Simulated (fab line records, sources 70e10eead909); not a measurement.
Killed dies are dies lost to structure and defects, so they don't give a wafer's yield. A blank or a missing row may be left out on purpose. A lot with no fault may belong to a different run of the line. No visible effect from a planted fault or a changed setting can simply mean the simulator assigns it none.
Which of the tools did it? -- flow nandHarc -- Sampling: 13 lots, 39 wafers, 6 of 1159 route steps

## WHAT THE GAUGES SHOWED, per wafer
NHARC_P_CONTACT_CD_MEAS_12: target cd 90 nm.
lot,measured,on,cdNm (nm)
L875,day 5 23:16,cdSem-01,88.9 90.5 90.1
L876,day 5 22:40,cdSem-02,89.9 90.7 89.9
L878,day 6 11:10,cdSem-01,89.7 89.0 88.8
L882,day 7 09:50,cdSem-01,91.9 92.2 90.3
L883,day 7 15:38,cdSem-01,81.1 80.1 82.5
L889,day 8 17:04,cdSem-01,89.3 90.5 88.9
L891,day 9 14:38,cdSem-01,90.0 92.5 92.1
L892,day 9 14:52,cdSem-02,89.8 90.2 89.6
L894,day 10 07:50,cdSem-01,89.1 88.2 90.0
L893,day 10 09:17,cdSem-03,90.8 89.2 89.8
L895,day 10 09:30,cdSem-01,91.3 91.0 92.5
L897,day 10 22:17,cdSem-01,91.4 90.4 91.0
L898,day 11 04:47,cdSem-03,89.7 89.8 90.2

NHARC_P_CONTACT_INSPECT_14.
lot,measured,on,rawDefectCount
L875,day 5 23:23,defectInspect-02,5 1 1
L876,day 5 22:47,defectInspect-01,3 4 3
L878,day 6 11:17,defectInspect-01,3 3 1
L882,day 7 09:57,defectInspect-02,7 6 1
L883,day 7 15:45,defectInspect-01,7 5 5
L889,day 8 17:11,defectInspect-01,6 4 1
L891,day 9 14:46,defectInspect-01,6 2 8
L892,day 9 15:00,defectInspect-02,0 2 1
L894,day 10 07:58,defectInspect-01,5 5 4
L893,day 10 09:26,defectInspect-01,7 9 16
L895,day 10 09:38,defectInspect-02,4 5 3
L897,day 10 22:25,defectInspect-01,1 3 1
L898,day 11 04:55,defectInspect-01,3 5 4

NHARC_P_CONTACT_CD_MEAS_19.
lot,measured,on,cdNm (nm)
L875,day 6 00:20,cdSem-02,90.7 87.6 92.0
L876,day 5 23:43,cdSem-01,88.1 89.5 90.1
L878,day 6 12:14,cdSem-01,89.2 88.8 87.1
L882,day 7 10:55,cdSem-01,91.2 92.9 88.8
L883,day 7 16:44,cdSem-03,80.6 78.0 81.0
L889,day 8 18:08,cdSem-01,86.8 87.5 89.1
L891,day 9 15:41,cdSem-03,90.5 90.5 92.6
L892,day 9 16:05,cdSem-03,88.0 90.7 88.6
L894,day 10 08:54,cdSem-02,89.1 86.9 90.0
L893,day 10 10:22,cdSem-02,88.9 90.2 88.7
L895,day 10 11:55,cdSem-03,92.4 89.7 91.5
L897,day 10 23:21,cdSem-03,90.0 91.2 89.4
L898,day 11 06:17,cdSem-03,89.0 88.4 89.4

## EACH LOT AND THE TOOL THAT RAN IT (in order: tool; ch and the chambers of the sampled wafers; start)
lot,NHARC_P_GATE_DEGAS_109,NHARC_P_GATE_RTA_80,NHARC_P_CONTACT_EXPOSE_09
L875,"pvdSputter-03, day 5 19:24","rtpAnneal-01 ch 0, day 5 20:07","arfiScanner-01 ch 0, day 5 23:07"
L876,"pvdSputter-02, day 5 19:44","rtpAnneal-02 ch 0, day 5 20:23","arfiScanner-02 ch 0, day 5 22:31"
L878,"pvdSputter-03, day 6 08:31","rtpAnneal-02 ch 0, day 6 08:52","arfiScanner-02 ch 0, day 6 11:02"
L882,"pvdSputter-01, day 7 07:08","rtpAnneal-02 ch 0, day 7 07:41","arfiScanner-02 ch 0, day 7 09:41"
L883,"pvdSputter-02, day 7 12:56","rtpAnneal-02 ch 0, day 7 13:30","arfiScanner-02 ch 0, day 7 15:29"
L889,"pvdSputter-02, day 8 14:22","rtpAnneal-02 ch 0, day 8 14:40","arfiScanner-01 ch 0, day 8 16:56"
L891,"pvdSputter-03, day 9 12:03","rtpAnneal-02 ch 0, day 9 12:21","arfiScanner-02 ch 0, day 9 14:29"
L892,"pvdSputter-01, day 9 12:13","rtpAnneal-01 ch 0, day 9 12:31","arfiScanner-01 ch 0, day 9 14:44"
L894,"pvdSputter-03, day 10 05:13","rtpAnneal-02 ch 0, day 10 05:33","arfiScanner-02 ch 0, day 10 07:41"
L893,"pvdSputter-03, day 10 06:26","rtpAnneal-02 ch 0, day 10 06:46","arfiScanner-02 ch 0, day 10 09:08"
L895,"pvdSputter-03, day 10 06:37","rtpAnneal-01 ch 0, day 10 07:06","arfiScanner-03 ch 0, day 10 09:22"
L897,"pvdSputter-01, day 10 19:41","rtpAnneal-01 ch 0, day 10 20:02","arfiScanner-02 ch 0, day 10 22:09"
L898,"pvdSputter-01, day 11 02:20","rtpAnneal-02 ch 0, day 11 02:38","arfiScanner-02 ch 0, day 11 04:39"
- NHARC_P_GATE_DEGAS_109: time 60 s.
- NHARC_P_GATE_RTA_80: time 30 s.
- NHARC_P_CONTACT_EXPOSE_09: exposes mask P CA, target cd 90 nm.

## WHAT THE TOOLS THEMSELVES READ (means of the sampled wafers that have a number; where no wafer has one, the mark that the record gives instead)
NHARC_P_GATE_DEGAS_109.
lot,tool,heaterPowerW (W)
L875,pvdSputter-03,457
L876,pvdSputter-02,462
L878,pvdSputter-03,421
L882,pvdSputter-01,438
L883,pvdSputter-02,397
L889,pvdSputter-02,453
L891,pvdSputter-03,446
L892,pvdSputter-01,462
L894,pvdSputter-03,427
L893,pvdSputter-03,421
L895,pvdSputter-03,417
L897,pvdSputter-01,397
L898,pvdSputter-01,459

NHARC_P_GATE_RTA_80.
lot,tool,annealTempCMax,wafer_temp_C_max
L875,rtpAnneal-01,301.6,301.5
L876,rtpAnneal-02,300.6,301.4
L878,rtpAnneal-02,300.8,301.6
L882,rtpAnneal-02,300.6,301.6
L883,rtpAnneal-02,300.8,301.4
L889,rtpAnneal-02,300.7,301.6
L891,rtpAnneal-02,300.6,301.3
L892,rtpAnneal-01,301.1,301.1
L894,rtpAnneal-02,300.9,301.4
L893,rtpAnneal-02,300.8,302.0
L895,rtpAnneal-01,301.5,301.2
L897,rtpAnneal-01,301.5,301.1
L898,rtpAnneal-02,300.9,301.3

## THE ANSWER, worked out from the rows above alone
Rule: the usual values come from the lots themselves. The widest of any qualifying gaps counts: lots, ordered by their means at a reading, are off when they make up no more than a third of the lots, leave a main group of 4 or more, and stand apart from it by 3 or more times the standard deviation of that group's means. If all means in a main group match to the digits the tables above print for the reading, that group is not used. Also off: a lot with no number at a reading for which 4 or more lots have one. Any other lot the step has rows for is counted as sound. The gauges are gone through in route order, then the tools' own readings, and for those a lot's mean is taken as printed above. The first step at which some lot is off is used, and at that step the reading that is off furthest; a lot without a number counts as furthest.
Off: L883 (NHARC_P_CONTACT_CD_MEAS_12, cdNm). Mean 90.3 nm and standard deviation 0.86 in the main group.
A tool fits if, at a process step before that reading, it ran every lot that is off, and no sound lot after the first of them. The gauges at NHARC_P_CONTACT_CD_MEAS_12 aren't tried: what is off there is off at NHARC_P_CONTACT_CD_MEAS_19 too, on other tools, and a gauge's error can't cause that. Not one of the candidates tried fits.

## WHAT THE SIMULATOR PUT IN
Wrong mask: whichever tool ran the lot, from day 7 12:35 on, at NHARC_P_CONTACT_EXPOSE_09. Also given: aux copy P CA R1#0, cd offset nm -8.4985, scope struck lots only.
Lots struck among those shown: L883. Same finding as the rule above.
